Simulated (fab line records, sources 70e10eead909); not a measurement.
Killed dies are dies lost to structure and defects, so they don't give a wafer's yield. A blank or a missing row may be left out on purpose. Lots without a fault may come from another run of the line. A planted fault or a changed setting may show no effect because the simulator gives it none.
fab line records | flow nand_harc
record lots=5 wafers=15 last_day=24
route steps=1159 shown P_ZERO_WELL@29
lots that met no fault: from a run of the same line without faults
start_h: hours from the record's first day to the start of the lot's first wafer shown | wait_h: hours since the lot's step before | " the same as in the row above | L1.1+2: a row that stands for several wafers | - no value, or no start given | * or withheld: withheld | < > ~ a bound
route shown NAME@n: a module of which the file shows steps, and the number in the route of the first | usual: mean/standard deviation of fault-free wafers | same: alike in all rows | chamber/n: place in a boat | sites: the reading at each site | _std_site: their standard deviation | _edge_site: outer sites' mean less inner sites' | radius_mm: how far each site lies from the wafer's centre | mask NAME#n: copy n | behind: the tool/chamber that last shaped the wafer | hold: why the lot was held/for how many hours/how that ended | device: the transistor (n, p or np) that didn't switch | end of line: the same wafers' tests at the end of the route | a step without rows: its recipe alone | killed: dies lost to structure and defects at the first sort, not the wafer's yield | map: a wafer's dies, x killed, . not, _ none there
set.NAME: the setting as run; set.NAME@STEP: as run at that earlier step | model.NAME: the simulator's own value behind a step, which no gauge read
lots at some steps of the route; a table a step, a row a wafer
services: from which hour (start_h, from the record's first day; less than 0 if before it) a tool's chamber was out of use, for how many hours, and why
## steps
# step NHARC_P_ZERO_WELL_CD_MEAS_24
# recipe target_cd_nm=720 landing_energy_ev=500
# usual cd_nm=720.4/2.6
# columns lot.wafer tool chamber start_h wait_h cd_nm
L642.2 cd_sem-02 0 26.35 - 717.4
L642.4 " 0 " " 718.4
L642.5 " 0 " " 719.6
L645.1 cd_sem-02 0 44.36 - 724.2
L645.3 " 0 " " 721.3
L645.5 " 0 " " 721.4
L652.4 cd_sem-02 0 86.33 - 720.2
L652.5 " 0 " " 724.6
L652.6 " 0 " " 723.9
L660.1 cd_sem-02 0 134.52 - 725.3
L660.2 " 0 " " 719.3
L660.3 " 0 " " 723.6
L662.1 cd_sem-02 0 146.47 - 723.9
L662.2 " 0 " " 716.2
L662.3 " 0 " " 724.2
# step NHARC_P_ZERO_WELL_HARDBAKE_25
# recipe temp_c=125 time_s=80
# step NHARC_P_ZERO_WELL_DESCUM_26
# recipe time_s=3 o2_flow_sccm=200 ar_flow_sccm=0 bias_power_w=0 chemistry=O2
# usual drypump_motor_current_A=5.6/0.41 oes_product_au=0.997/0.013 rf_vpp_V=57.8/0.85 showerhead_plenum_p_Torr=1.91/0.068 throttle_valve_pct=11.311/0.0089
# columns lot.wafer tool chamber start_h wait_h drypump_motor_current_A oes_product_au rf_hours_counter_h rf_vpp_V showerhead_plenum_p_Torr throttle_valve_pct
L642.4 rie_diel-05 3 26.51 - 6.0 0.983 2 57.7 1.87 11.314
L642.2 " 0 " " 5.2 0.991 1 57.9 2.03 11.306
L642.5 " 0 " " 5.2 1.001 - 58.7 2.03 11.321
L645.3 rie_diel-13 0 44.56 - 5.3 1.005 7 58.8 1.97 11.328
L645.1 " 1 " " 4.8 1.027 8 58.2 1.93 11.324
L645.5 " 0 " " 5.4 0.999 - 58.5 1.97 11.322
L652.4 rie_diel-13 3 86.48 - 5.9 0.993 11 57.7 1.81 11.303
L652.6 " 3 " " 5.9 0.994 - 58.1 1.82 11.315
L652.5 " 0 " " 5.3 0.995 - 58.2 1.97 11.318
L660.2 rie_diel-13 0 134.68 - 5.4 0.993 2 56.4 1.97 11.307
L660.3 " 2 " " 5.5 0.984 2 58.0 1.98 11.327
L660.1 " 3 " " 5.9 1.020 2 56.7 1.81 11.307
L662.3 rie_diel-05 1 146.65 - 5.5 0.992 10 57.0 1.86 11.305
L662.1 " 2 " " 6.2 1.001 11 57.3 1.89 11.309
L662.2 " 3 " " 6.0 1.004 12 58.0 1.87 11.313
# step NHARC_P_ZERO_WELL_IMPLANT_27
# recipe energy_kev=600 dose_cm2=1e+13 tilt_deg=7
# step NHARC_P_ZERO_WELL_IMPLANT_57
# recipe energy_kev=250 dose_cm2=4e+12 tilt_deg=7
# step NHARC_P_ZERO_WELL_IMPLANT_58
# recipe energy_kev=100 dose_cm2=2e+12 tilt_deg=7
# step NHARC_P_ZERO_WELL_STRIP_28
# recipe time_s=840 temp_c=130 chemistry=SPM
# step NHARC_P_ZERO_WELL_DEHYDRATE_29
# recipe temp_c=150 time_s=120
# step NHARC_P_ZERO_WELL_HMDS_30
# recipe time_s=30
# step NHARC_P_ZERO_WELL_COAT_31
# recipe spin_rpm=withheld
# step NHARC_P_ZERO_WELL_SOFTBAKE_32
# recipe temp_c=122 time_s=95
# step NHARC_P_ZERO_WELL_EBR_33
# step NHARC_P_ZERO_WELL_EXPOSE_34
# recipe na=0.6 target_cd_nm=720 dose_mj=22.31 mask_id=P_PWELL
# usual exposure_dose_mJ_cm2=22.307/0.022
# same na=0.6
# columns lot.wafer tool chamber start_h wait_h mask exposure_dose_mJ_cm2
L642.2 krf_scanner-01 0 27.84 - P_PWELL#0 22.324
L642.4 " 0 " " P_PWELL#0 22.348
L642.5 " 0 " " P_PWELL#0 22.310
L645.1 krf_scanner-03 0 45.75 - P_PWELL#0 22.314
L645.3 " 0 " " P_PWELL#0 22.328
L645.5 " 0 " " P_PWELL#0 22.293
L652.4 krf_scanner-03 0 87.82 - P_NWELL#0 22.313
L652.5 " 0 " " P_NWELL#0 22.313
L652.6 " 0 " " P_NWELL#0 22.326
L660.1 krf_scanner-02 0 135.99 - P_PWELL#0 22.287
L660.2 " 0 " " P_PWELL#0 22.324
L660.3 " 0 " " P_PWELL#0 22.298
L662.1 krf_scanner-01 0 147.96 - P_PWELL#0 22.305
L662.2 " 0 " " P_PWELL#0 22.270
L662.3 " 0 " " P_PWELL#0 22.288
# step NHARC_P_ZERO_WELL_PEB_35
# recipe peb_temp_c=118 peb_time_s=85
# step NHARC_P_ZERO_WELL_DEVELOP_36
# recipe time_s=70
# step NHARC_P_ZERO_WELL_CD_MEAS_37
# recipe target_cd_nm=720 landing_energy_ev=500
# usual cd_nm=718.9/2.2
# columns lot.wafer tool chamber start_h wait_h cd_nm
L642.2 cd_sem-02 0 28.00 - 716.7
L642.4 " 0 " " 713.9
L642.5 " 0 " " 721.2
L645.1 cd_sem-02 0 45.91 - 716.4
L645.3 " 0 " " 718.2
L645.5 " 0 " " 715.0
L652.4 cd_sem-02 0 87.97 - -
L652.5 " 0 " " -
L652.6 " 0 " " -
L660.1 cd_sem-03 0 136.15 - 721.9
L660.2 " 0 " " 722.7
L660.3 " 0 " " 719.5
L662.1 cd_sem-03 0 148.12 - 717.6
L662.2 " 0 " " 720.0
L662.3 " 0 " " 717.0
# step NHARC_P_ZERO_WELL_HARDBAKE_38
# recipe temp_c=125 time_s=80
## services
# columns tool chamber start_h hours kind
rie_diel-13 0 4.50 - clean
rie_diel-13 1 4.50 - clean
rie_diel-13 2 4.50 - clean
rie_diel-13 3 4.50 - clean
krf_scanner-01 - 5.94 0.5 repair
krf_scanner-03 - 18.49 0.5 repair
krf_scanner-02 - 22.09 3.6 repair
rie_diel-13 0 29.00 - clean
rie_diel-13 1 29.00 - clean
rie_diel-13 2 29.00 - clean
krf_scanner-02 - 38.00 4.0 pm
krf_scanner-03 - 48.41 4.4 repair
rie_diel-05 2 54.48 1.3 repair
rie_diel-05 0 55.21 6.9 repair
krf_scanner-02 - 57.51 1.1 repair
krf_scanner-03 - 57.52 4.7 repair
rie_diel-13 1 73.78 11.3 repair
krf_scanner-03 - 75.17 2.6 repair
krf_scanner-01 - 84.00 4.0 pm
krf_scanner-02 - 88.08 4.1 repair
rie_diel-13 3 88.34 9.8 repair
rie_diel-05 0 96.03 2.9 repair
rie_diel-13 - 99.00 9.0 pm
krf_scanner-01 - 122.79 0.4 repair
## key
first_sign step=NHARC_P_ZERO_WELL_EXPOSE_34 reading=mask direction=changed
effect step=NHARC_P_ZERO_WELL_CD_MEAS_37 reading=cd_nm direction=missing
met_at NHARC_P_ZERO_WELL_EXPOSE_34
struck_wafers L652.4,L652.5,L652.6
later_rows_left_out L652.4,L652.5,L652.6
sort_left_out L652.4,L652.5,L652.6
tester_left_out L652
onset_between 45.75 87.82
fault kind=wrong_mask tool=any chamber=- onset_h=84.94 steps=NHARC_P_ZERO_WELL_EXPOSE_34 aux_copy=P_NWELL#0 scope=struck_lots_only
# tester_left_out: of these lots the tester's yield and bins aren't shown, on N5 and GAA mostly nor the transistor test; their killed dies are dies lost to structure and defects alone, not to doping, threshold or leakage, so they don't give the yield
# sort_left_out: the simulated sort isn't trusted on such a fault, so these wafers' sort isn't shown, and their yield isn't known
# later_rows_left_out: the simulator's readings of these wafers behind a module that went badly wrong aren't trusted and aren't shown, but for the sort
